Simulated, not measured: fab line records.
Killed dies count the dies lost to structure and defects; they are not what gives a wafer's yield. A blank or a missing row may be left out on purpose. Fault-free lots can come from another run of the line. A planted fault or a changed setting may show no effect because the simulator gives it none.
fab line records	flow n5Finfet
[record] lots = 7	wafers = 21	lastDay = 19
route steps=1938 shown BEOL_M3@958 BEOL_M4@1111 PASSIVATION@1936
lots that met no fault: taken from a fault-free run of the same line
startH: start of the lot's first displayed wafer, in hours after the record's first day	waitH: time in hours since the lot's previous step	" as in the row above	L1.1+2: a row that stands for several wafers	- no value, or no start given	* or withheld: withheld	< > ~ a bound
route shown NAME@n: NAME is a module with steps in the file, n the number in the route of the first one	usual: the fault-free wafers' mean and standard deviation	same: alike in all rows	chamber/n: place in a boat	sites: readings site by site	_std_site: their standard deviation	_edge_site: outer sites' mean less inner sites'	radiusMm: for every site, how far away it sits from the centre of the wafer	mask NAME#n: copy n	behind: the tool/chamber that last shaped the wafer	hold: why the lot went on hold/how many hours it stayed there/how the hold came to an end	device: the n, p or np transistor that did not switch	end of line: the route-end tests of the same wafers	a step without rows: its recipe alone	killed: dies lost to structure and defects at the first sort, not the wafer's yield	map: per-die view of a wafer (x killed, . not killed, _ where there is no die)
set.NAME: the setting the step ran with; set.NAME@STEP: the setting that earlier step ran with	model.NAME: the simulator's own value behind a step, which no gauge read
certain route steps with their lots: each step a table, each wafer a row
services: the hour from which a tool's chamber was out of use, counted from the record's first day as startH (under 0 if before that day), plus the number of hours and why
[[steps]]
[step N5_BEOL_M3_COAT_68]
[recipe] resist = SiARC	tempC = 220	timeS = 60	spinRpm = 1500	resistThkNm = 12
[step N5_BEOL_M3_COAT_76]
[recipe] resist = underlayer	tempC = 205	timeS = 60	spinRpm = 1500	resistThkNm = 5
[step N5_BEOL_M3_COAT_22]
[recipe] resist = CAR-EUV	spinRpm = 1500	resistThkNm = 30
[step N5_BEOL_M3_EBR_24]
[recipe] solvent = PGMEA	ebrWidthMm = 1.5
[step N5_BEOL_M3_SOFTBAKE_23]
[recipe] tempC = 110	timeS = 60	resist = CAR-EUV
[step N5_BEOL_M3_EXPOSE_25]
[recipe] maskId = V2	na = 0.33	sourceShape = quasar	sigmaInner = 0.2	sigmaOuter = 0.8	polarization = unpolarized	defocusNm = 5	doseMj = 63
[step N5_BEOL_M3_PEB_26]
[recipe] pebTempC = 100	pebTimeS = 60	resist = CAR-EUV
[step N5_BEOL_M3_DEVELOP_27]
[recipe] developTimeS = 30	developer = TMAH	resist = CAR-EUV	rinseLiquid = surfactantRinse	dry = airSpin	devTempC = 23
[step N5_BEOL_M3_CD_MEAS_28]
[recipe] targetCdNm = 25.7	landingEnergyEv = 500	detector = seInlens	targetCdYNm = 23.3	polarity = opening
[usual] cdNm = 25.73/0.27
lot.wafer	tool	chamber	startH	waitH	cdNm
L214.1	cdSem-02	0	196.44	-	25.25
L214.3	"	0	"	"	25.33
L214.5	"	0	"	"	25.17
L221.1	cdSem-01	0	228.14	-	26.03
L221.2	"	0	"	"	25.58
L221.5	"	0	"	"	25.43
L225.2	cdSem-01	0	257.45	-	25.34
L225.3	"	0	"	"	25.88
L225.4	"	0	"	"	25.21
L226.3	cdSem-01	0	258.10	-	25.26
L226.4	"	0	"	"	25.27
L226.6	"	0	"	"	25.62
L228.1	cdSem-03	0	270.11	-	25.74
L228.4	"	0	"	"	25.49
L228.5	"	0	"	"	25.54
L230.3	cdSem-03	0	271.24	-	26.37
L230.4	"	0	"	"	25.95
L230.5	"	0	"	"	26.06
L236.1	cdSem-03	0	314.05	-	26.06
L236.4	"	0	"	"	26.06
L236.5	"	0	"	"	26.21
[step N5_BEOL_M3_OVL_MEAS_29]
[recipe] pointsPerWafer = 522
[usual] V2_OVL = 0.0/0.58
[same] pointsPerWafer = 522
lot.wafer	tool	chamber	startH	waitH	V2_OVL[nm]
L214.1	overlay-02	0	196.47	0.0	0.4
L214.3	"	0	"	"	0.9
L214.5	"	0	"	"	1.0
L221.1	overlay-02	0	228.17	0.0	-0.5
L221.2	"	0	"	"	-1.0
L221.5	"	0	"	"	0.1
L225.2	overlay-01	0	257.49	0.0	-1.1
L225.3	"	0	"	"	-0.8
L225.4	"	0	"	"	-0.6
L226.3	overlay-02	0	258.14	0.0	0.1
L226.4	"	0	"	"	0.0
L226.6	"	0	"	"	0.5
L228.1	overlay-01	0	270.14	0.0	-0.3
L228.4	"	0	"	"	0.0
L228.5	"	0	"	"	-0.4
L230.3	overlay-01	0	271.28	0.0	-0.3
L230.4	"	0	"	"	0.4
L230.5	"	0	"	"	-0.1
L236.1	overlay-02	0	314.08	0.0	0.3
L236.4	"	0	"	"	-0.1
L236.5	"	0	"	"	1.0
[step N5_BEOL_M3_INSPECT_30]
[recipe] mode = adi	inspectInstrument = brightfield
[usual] rawDefectCount = 403/91
lot.wafer	tool	chamber	startH	waitH	rawDefectCount
L214.1	defectInspect-01	-	196.53	0.1	242
L214.3	"	-	"	"	331
L214.5	"	-	"	"	241
L221.1	defectInspect-01	-	228.22	0.1	336
L221.2	"	-	"	"	224
L221.5	"	-	"	"	337
L225.2	defectInspect-02	-	257.54	0.0	613
L225.3	"	-	"	"	472
L225.4	"	-	"	"	552
L226.3	defectInspect-02	-	258.19	0.0	483
L226.4	"	-	"	"	542
L226.6	"	-	"	"	416
L228.1	defectInspect-01	-	270.20	0.1	247
L228.4	"	-	"	"	354
L228.5	"	-	"	"	299
L230.3	defectInspect-02	-	271.33	0.0	354
L230.4	"	-	"	"	362
L230.5	"	-	"	"	366
L236.1	defectInspect-01	-	314.14	0.1	313
L236.4	"	-	"	"	284
L236.5	"	-	"	"	414
[step N5_BEOL_M3_DESCUM_33]
[recipe] chemistry = O2	timeS = 7	sourcePowerW = 50	biasPowerW = 20	pressureMtorr = 20	rfFrequencyHz = 2.712e+07	tempC = 40	resist = CAR-EUV	o2FlowSccm = 225
[usual] drypumpMotorCurrentA = 5.8/0.46	oesProductAu = 0.78/0.092	rfVppV = 242.7/1.7	showerheadPlenumPTorr = 2.07/0.088	throttleValvePct = 20.55/0.22
lot.wafer	tool	chamber	startH	waitH	drypumpMotorCurrentA	oesProductAu	rfHoursCounterH	rfVppV	showerheadPlenumPTorr	throttleValvePct
L214.1	rieDiel-02	0	196.56	0.0	6.2	0.69	249	244.4	2.13	20.12
L214.3	"	1	"	"	6.6	0.89	26	245.4	2.23	20.31
L214.5	"	0	"	"	6.2	0.69	-	243.3	2.13	20.10
L221.1	rieDiel-06	0	228.26	0.0	5.2	0.75	140	240.6	1.92	20.70
L221.2	"	1	"	"	6.5	0.76	187	243.2	2.08	20.80
L221.5	"	0	"	"	5.2	0.75	-	239.7	1.92	20.72
L225.2	rieDiel-06	1	257.58	0.0	6.5	0.74	196	243.8	2.08	20.82
L225.3	"	2	"	"	6.1	0.89	37	242.8	2.13	20.57
L225.4	"	0	"	"	5.3	0.74	149	240.4	1.92	20.73
L226.3	rieDiel-06	1	258.22	0.0	6.5	0.74	196	242.4	2.08	20.81
L226.4	"	3	"	"	6.0	0.69	223	241.0	1.97	20.64
L226.6	"	3	"	"	6.0	0.68	-	240.4	1.97	20.65
L228.1	rieDiel-06	2	270.25	0.1	6.1	0.88	41	244.4	2.13	20.58
L228.4	"	1	"	"	6.4	0.74	200	243.2	2.08	20.83
L228.5	"	0	"	"	5.2	0.73	-	241.2	1.92	20.75
L230.3	rieDiel-05	0	271.87	0.5	5.8	0.92	23	240.5	2.04	20.31
L230.4	"	2	"	"	6.0	0.74	-	244.5	2.17	20.83
L230.5	"	3	"	"	5.1	0.69	-	242.9	2.08	20.29
L236.1	rieDiel-05	1	314.17	0.0	5.6	0.97	9	242.9	2.14	20.19
L236.4	"	0	"	"	5.8	0.89	-	241.4	2.04	20.35
L236.5	"	3	"	"	5.1	0.68	-	243.6	2.07	20.31
[step N5_BEOL_M3_ETCH_77]
[recipe] chemistry = N2/H2	target = underlayer	targetDepthA = 65	maskMaterial = CAR-EUV	timeS = 5.2	ionEnergyEv = 200	pressureMtorr = 30	sourceW = 840	biasW = 150	n2FlowSccm = 200	h2FlowSccm = 200	ends = cleared
[usual] drypumpMotorCurrentA = 5.8/0.45	etchRfOnTimeS = 5.18/0.12	oesProductAu = 0.67/0.075	rfVppV = 523/3.2	showerheadPlenumPTorr = 2.51/0.11	throttleValvePct = 18.00/0.21
lot.wafer	tool	chamber	startH	waitH	drypumpMotorCurrentA	etchRfOnTimeS	oesProductAu	rfHoursCounterH	rfVppV	showerheadPlenumPTorr	throttleValvePct
L214.1	rieDiel-02	0	196.60	0.0	6.1	5.09	0.60	249	524	2.62	17.85
L214.3	"	1	"	"	6.6	5.15	0.76	26	529	2.71	17.77
L214.5	"	0	"	"	6.1	5.11	0.60	-	525	2.62	17.81
L221.1	rieDiel-06	0	228.29	0.0	5.3	5.09	0.64	140	520	2.34	18.11
L221.2	"	1	"	"	6.4	5.04	0.64	187	526	2.51	18.17
L221.5	"	0	"	"	5.3	5.03	0.66	-	518	2.34	18.09
L225.2	rieDiel-06	1	257.61	0.0	6.5	3.56	0.79	196	523	2.51	18.23
L225.3	"	2	"	"	6.1	3.74	0.93	37	525	2.59	17.97
L225.4	"	0	"	"	5.3	3.55	0.80	149	520	2.34	18.18
L226.3	rieDiel-06	1	258.26	0.0	6.5	3.53	0.79	196	521	2.51	18.22
L226.4	"	3	"	"	6.0	3.70	0.73	223	520	2.39	18.13
L226.6	"	3	"	"	6.0	3.71	0.73	-	522	2.39	18.15
L228.1	rieDiel-06	2	270.29	0.0	6.1	3.65	0.93	41	525	2.59	18.00
L228.4	"	1	"	"	6.4	3.44	0.78	200	524	2.51	18.22
L228.5	"	0	"	"	5.2	3.47	0.81	-	519	2.34	18.17
L230.3	rieDiel-05	0	271.91	0.0	5.7	5.20	0.78	23	522	2.48	17.77
L230.4	"	2	"	"	6.0	5.21	0.62	-	526	2.65	18.41
L230.5	"	3	"	"	5.2	5.36	0.58	-	523	2.51	17.75
L236.1	rieDiel-05	1	314.21	0.0	5.6	5.24	0.81	9	525	2.61	17.74
L236.4	"	0	"	"	5.8	5.16	0.76	-	522	2.47	17.81
L236.5	"	3	"	"	5.1	5.24	0.58	-	524	2.51	17.76
[step N5_BEOL_M3_ETCH_69]
[recipe] chemistry = CF4	target = SiARC	targetDepthA = 156	maskMaterial = CAR-EUV	timeS = 26	ionEnergyEv = 80	pressureMtorr = 40	sourceW = 545	biasW = 36	Ar_flow_sccm = 100	cf4FlowSccm = 100	ends = cleared
[usual] drypumpMotorCurrentA = 5.8/0.45	etchRfOnTimeS = 26.0/0.61	oesProductAu = 0.67/0.075	rfVppV = 183.8/1.3	showerheadPlenumPTorr = 2.12/0.083	throttleValvePct = 15.73/0.25
lot.wafer	tool	chamber	startH	waitH	drypumpMotorCurrentA	etchRfOnTimeS	oesProductAu	rfHoursCounterH	rfVppV	showerheadPlenumPTorr	throttleValvePct
L214.1	rieDiel-02	0	196.61	0.0	6.2	25.1	0.60	249	183.7	2.20	15.51
L214.3	"	1	"	"	6.6	25.8	0.77	26	186.4	2.26	15.36
L214.5	"	0	"	"	6.1	25.3	0.60	-	183.7	2.20	15.50
L221.1	rieDiel-06	0	228.31	0.0	5.2	25.6	0.65	140	181.6	1.97	15.87
L221.2	"	1	"	"	6.5	25.4	0.63	187	183.6	2.12	15.94
L221.5	"	0	"	"	5.3	25.5	0.65	-	181.1	1.97	15.85
L225.2	rieDiel-06	1	257.63	0.0	6.4	25.8	0.64	196	183.1	2.11	15.96
L225.3	"	2	"	"	6.1	26.9	0.74	37	185.4	2.18	15.69
L225.4	"	0	"	"	5.2	25.7	0.64	149	181.9	1.97	15.87
L226.3	rieDiel-06	1	258.27	0.0	6.5	25.2	0.64	196	184.6	2.11	15.95
L226.4	"	3	"	"	6.0	26.8	0.59	223	183.3	2.04	15.98
L226.6	"	3	"	"	6.0	26.4	0.59	-	182.7	2.04	16.00
L228.1	rieDiel-06	0	270.30	0.0	5.2	25.5	0.64	154	182.4	1.97	15.88
L228.4	"	3	"	"	6.0	26.7	0.58	227	182.8	2.04	16.00
L228.5	"	0	"	"	5.3	25.6	0.64	-	183.1	1.97	15.88
L230.3	rieDiel-05	0	271.93	0.0	5.8	25.9	0.78	23	183.2	2.11	15.47
L230.4	"	2	"	"	6.0	25.6	0.63	-	185.9	2.22	16.04
L230.5	"	3	"	"	5.1	26.4	0.59	-	184.4	2.10	15.43
L236.1	rieDiel-05	1	314.22	0.0	5.6	26.8	0.81	9	184.2	2.19	15.25
L236.4	"	0	"	"	5.8	26.2	0.76	-	182.9	2.10	15.51
L236.5	"	3	"	"	5.2	26.8	0.58	-	184.3	2.10	15.46
[step N5_BEOL_M4_RC_MEAS_101]
[usual] DIBL_N = 35.8/1.7	DIBL_P = 35.3/2	IOFF_N = 0.150/0.026	IOFF_P = 0.194/0.029	ION_N = 667/11	ION_P = 456/7.1	SS_N = 71.4/0.65	SS_P = 73.1/0.64	VT_N = 251/3	VT_P = -252/3.2
lot.wafer	tool	chamber	startH	waitH	DIBL_N[mV/V]	DIBL_P[mV/V]	IOFF_N[nA/um]	IOFF_P[nA/um]	ION_N[uA/um]	ION_P[uA/um]	SS_N[mV/dec]	SS_P[mV/dec]	VT_N[mV]	VT_P[mV]
L214.1	prober-01	0	242.34	0.0	36.9	37.8	0.179	0.212	673	457	71.9	73.9	245	-250
L214.3	"	0	"	"	34.6	34.3	0.137	0.184	660	452	70.8	72.6	251	-254
L214.5	"	0	"	"	37.1	36.9	0.160	0.201	660	451	71.5	73.7	248	-252
L221.1	prober-01	0	272.94	0.0	34.8	33.6	0.120	0.192	652	457	70.5	73.7	255	-247
L221.2	"	0	"	"	35.2	34.7	0.132	0.202	664	460	71.2	73.4	255	-250
L221.5	"	0	"	"	33.9	32.6	0.111	0.176	662	458	71.1	73.0	255	-250
L226.3	prober-01	0	287.26	0.3	36.0	35.9	0.151	0.202	671	460	70.7	73.5	250	-251
L226.4	"	0	"	"	33.9	32.7	0.123	0.162	656	453	71.0	72.5	252	-254
L226.6	"	0	"	"	33.7	33.0	0.113	0.160	656	453	70.8	72.3	253	-254
L225.2	prober-02	0	307.86	0.5	32.2	31.2	0.094	0.144	642	448	69.7	73.1	258	-255
L225.3	"	0	"	"	35.7	34.7	0.144	0.189	657	452	71.3	74.0	254	-253
L225.4	"	0	"	"	35.0	34.3	0.144	0.187	670	459	71.2	73.2	251	-253
L228.1	prober-02	0	313.71	0.0	33.4	34.1	0.117	0.176	664	461	70.9	72.9	255	-251
L228.4	"	0	"	"	35.8	37.1	0.152	0.223	675	469	70.9	73.5	248	-249
L228.5	"	0	"	"	38.3	38.8	0.194	0.245	684	465	71.8	74.2	247	-246
L230.3	prober-01	0	328.23	0.5	39.4	37.0	0.190	0.205	678	460	71.7	73.9	249	-251
L230.4	"	0	"	"	36.6	35.6	0.147	0.191	652	451	70.9	72.9	251	-254
L230.5	"	0	"	"	35.1	33.1	0.126	0.163	663	454	71.0	72.5	253	-252
L236.1	prober-02	0	349.42	0.0	37.4	38.4	0.191	0.199	681	451	71.3	74.2	247	-255
L236.4	"	0	"	"	38.1	39.3	0.192	0.207	677	453	72.0	74.2	247	-252
L236.5	"	0	"	"	34.7	35.7	0.144	0.164	666	447	71.4	73.0	248	-255
[step N5_PASSIVATION_PROBE_49]
[usual] defectLimitedYield = 91.5/1.4	killed_at_M0_to_M3 = 34/11	killed_at_M4_up = 15/6	killedAtContacts = 11/5.9	killedAtFrontEnd = 37/11	killedAtOther = 3.6/2.9	killedDies = 101/17	killedOpen = 66/12	killedShort = 33/7.8	sort_bin_5_function = 5.0/0.97	sort_bin_6_memory = 3.2/0.65	sortNPass = 1079/17	sortYieldPct = 91.4/1.4
[same] grossDies = 1180	killedAtBackSide = 0	sort_bin_4_leakage[%] = 0	sort_bin_8_speed[%] = 0
lot.wafer	tool	chamber	startH	waitH	defectLimitedYield[%]	killed_at_M0_to_M3	killed_at_M4_up	killedAtContacts	killedAtFrontEnd	killedAtOther	killedDies	killedOpen	killedShort	sort_bin_5_function[%]	sort_bin_6_memory[%]	sortNPass	sortYieldPct[%]
L221.1	prober-02	-	381.59	0.0	90.8	40	18	7	42	1	108	67	40	5.1	3.9	1072	90.8
L221.2	prober-02	-	381.64	0.1	89.3	37	21	6	56	6	126	77	42	6.4	3.9	1054	89.3
L221.5	prober-02	-	381.79	0.2	92.7	36	15	5	26	4	86	48	37	4.4	2.7	1094	92.7
L228.5	prober-01	-	423.85	0.2	92.5	21	17	5	45	0	88	61	26	4.9	2.4	1092	92.5
// killed by level:class
L221.1 STI_FIN_REVEAL:geometricParticle:open=11 BEOL_M3:geometricParticle:open=10 BEOL_M0_SAQP:geometricParticle:open=9 BEOL_M4:geometricParticle:open=9 BEOL_M1:geometricParticle:open=8 FIN_SAQP:geometricParticle:short=5 GATE_CUT:geometricParticle:short=5 MOL_CONTACT_COAG:geometricParticle:open=5
L221.2 FIN_SAQP:geometricParticle:short=13 STI_FIN_REVEAL:geometricParticle:open=11 BEOL_M3:geometricParticle:open=11 BEOL_M4:geometricParticle:open=11 STARTING-WAFER:geometricParticle:open=8 FIN_SAQP:geometricParticle:open=7 DUMMY_GATE:geometricParticle:open=6 BEOL_M0_SAQP:geometricParticle:short=6
L221.5 BEOL_M1:geometricParticle:open=9 BEOL_M3:geometricParticle:open=8 GATE_CUT:geometricParticle:short=7 BEOL_M0_SAQP:geometricParticle:short=6 BEOL_M4:geometricParticle:open=6 DUMMY_GATE:geometricParticle:open=5 BEOL_M0_SAQP:geometricParticle:open=5 DUMMY_GATE:geometricParticle:short=4
L228.5 STI_FIN_REVEAL:geometricParticle:open=16 BEOL_M4:geometricParticle:open=8 FIN_SAQP:geometricParticle:short=7 BEOL_M0_SAQP:geometricParticle:open=6 BEOL_M2:geometricParticle:open=6 DUMMY_GATE:geometricParticle:open=5 BEOL_M0_SAQP:geometricParticle:short=5 FIN_SAQP:geometricParticle:open=4
[[services]]
tool	chamber	startH	hours	kind
rieDiel-06	3	177.16	1.4	repair
rieDiel-05	0	186.26	-	clean
rieDiel-05	0	186.26	-	consumableReplace:focusRing
rieDiel-05	0	186.26	17.9	scheduledDown
rieDiel-05	0	186.26	17.9	ventCycle
rieDiel-06	1	192.14	6.6	repair
rieDiel-02	0	198.85	-	clean
rieDiel-02	0	198.85	-	consumableReplace:focusRing
rieDiel-02	0	198.85	22.0	scheduledDown
rieDiel-02	0	198.85	22.0	ventCycle
rieDiel-06	3	210.04	5.9	repair
rieDiel-05	-	215.11	2.8	pm
rieDiel-05	1	264.80	-	clean
rieDiel-05	1	264.80	-	consumableReplace:focusRing
rieDiel-05	1	264.80	21.0	scheduledDown
rieDiel-05	1	264.80	21.0	ventCycle
rieDiel-06	-	299.45	1.1	repair
rieDiel-05	2	308.01	10.4	repair
[[key]]
[firstSign] step = N5_BEOL_M3_ETCH_77	reading = etchRfOnTimeS	direction = down	sigmas = 13	usual = *	struck = *
[effect] step = N5_BEOL_M3_ETCH_77	reading = oesProductAu	direction = up	sigmas = 1.9	usual = 0.67	struck = 0.81	wafersMoved = 7
metAt N5_BEOL_M3_ETCH_77
struckWafers L225.2,L225.3,L225.4,L226.3,L226.4,L226.6,L228.1,L228.4,L228.5
rowsEnd L225.2,L225.3,L225.4,L226.3,L226.4,L226.6
onsetBetween 228.29 257.61
[fault] kind = processParameterDrift	tool = rieDiel-06	chamber = -	onsetH = 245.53	steps = N5_BEOL_M3_ETCH_77	channel = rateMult	offset = 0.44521	shape = step
// rowsEnd: these wafers met a further fault down the route, and their rows from its step on are left out
